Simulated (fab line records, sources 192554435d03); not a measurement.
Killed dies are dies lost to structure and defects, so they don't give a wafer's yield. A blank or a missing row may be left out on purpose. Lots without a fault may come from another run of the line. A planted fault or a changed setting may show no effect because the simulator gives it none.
Chamber matching | flow n5_finfet | N5_BEOL_M8_CURE_74 on uv_cure-02: 3 sister chambers
The step cures SiCOH lowk, time 240 s. 3 wafers are shown with their chamber, then 10 later ones without.

WAFERS WITH THEIR CHAMBER
wafer  | chamber | wafer_temp_C_max
L083.5 | 0       | 386.2
L084.4 | 1       | 386.4
L086.3 | 2       | 386.1

WAFERS WITHOUT THEIR CHAMBER
wafer  | wafer_temp_C_max
L086.4 | 386.7
L087.3 | 385.8
L087.4 | 386.0
L087.6 | 385.6
L092.1 | 386.7
L092.3 | 385.9
L092.6 | 386.3
L095.1 | 386.2
L095.5 | 386.1
L095.6 | 385.9

WHICH CHAMBER EACH WENT THROUGH
wafer  | from the rows above          | in truth
L086.4 | can't be placed: 1 or 0 or 2 | 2
L087.3 | can't be placed: 2 or 0 or 1 | 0
L087.4 | can't be placed: 2 or 0 or 1 | 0
L087.6 | can't be placed: 2 or 0 or 1 | 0
L092.1 | can't be placed: 1 or 0 or 2 | 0
L092.3 | can't be placed: 2 or 0 or 1 | 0
L092.6 | can't be placed: 1 or 0 or 2 | 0
L095.1 | can't be placed: 0 or 2 or 1 | 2
L095.5 | can't be placed: 2 or 0 or 1 | 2
L095.6 | can't be placed: 2 or 0 or 1 | 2
Placed correctly: 0 of 10. Can't be placed from these rows: 10 (the true chamber is among the candidates in 10). Placed wrongly: 0.
How it was worked out, from the rows above alone: a wafer's distance from a chamber is the root of the sum, over the readings, of the square of ((its reading less the chamber's mean) divided by the reading's scatter). The wafer belongs to the nearest chamber; if the next one is less than 2 further off, it can't be placed. A chamber's mean is the mean of its shown wafers. The scatter: with one shown wafer a chamber, the root of the mean of the squares of how far each hidden wafer lies from its nearest shown one.
